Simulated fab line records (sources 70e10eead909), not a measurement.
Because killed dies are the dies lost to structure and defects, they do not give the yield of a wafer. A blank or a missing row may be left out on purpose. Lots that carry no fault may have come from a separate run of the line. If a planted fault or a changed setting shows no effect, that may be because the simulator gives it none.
Chamber matching ; flow nand_harc ; NHARC_A_CONTACT_ETCH_106 on rie_diel-08 has 4 sister chambers
The step etches the open film in CF4/O2, target depth 90 nm, overetch 9 nm, time 49.5 s. 8 wafers are shown with their chamber, then 9 later ones without.

## EACH WAFER AND ITS CHAMBER
wafer;chamber;drypump_motor_current_A (A);showerhead_plenum_p_Torr (Torr)
L077.2;3;5.58;1.41
L080.1;3;5.56;1.40
L080.2;0;5.63;1.32
L085.5;0;5.63;1.32
L085.6;1;6.13;1.31
L088.1;1;6.15;1.31
L088.4;2;5.28;1.39
L088.6;2;5.31;1.39

## WAFERS WHOSE CHAMBER IS MISSING
wafer;drypump_motor_current_A (A);showerhead_plenum_p_Torr (Torr)
L090.3;5.56;1.40
L090.4;5.64;1.31
L090.6;5.59;1.40
L091.1;6.14;1.31
L091.3;5.28;1.39
L091.6;5.28;1.39
L095.2;5.62;1.31
L095.4;5.61;1.40
L095.5;5.60;1.40

## WHICH CHAMBER EACH WENT THROUGH
wafer;from the rows above;in truth
L090.3;3;3
L090.4;0;0
L090.6;3;3
L091.1;1;1
L091.3;2;2
L091.6;2;2
L095.2;0;0
L095.4;3;3
L095.5;3;3
9 of 9 placed correctly. Left unplaced by these rows: 0. Placed wrongly: 0.
How it was worked out, from the rows above alone: a wafer's distance from a chamber is the root of the sum, over the readings, of the square of ((its reading less the chamber's mean) divided by the reading's scatter). If the next closest chamber is less than 2 further off than the closest, the wafer can't be placed; otherwise it belongs to the closest. Each chamber's mean is taken over the wafers shown for it. The scatter: the root of (the sum of the squares of (reading less its chamber's mean) over the shown wafers, divided by (wafers less chambers)).
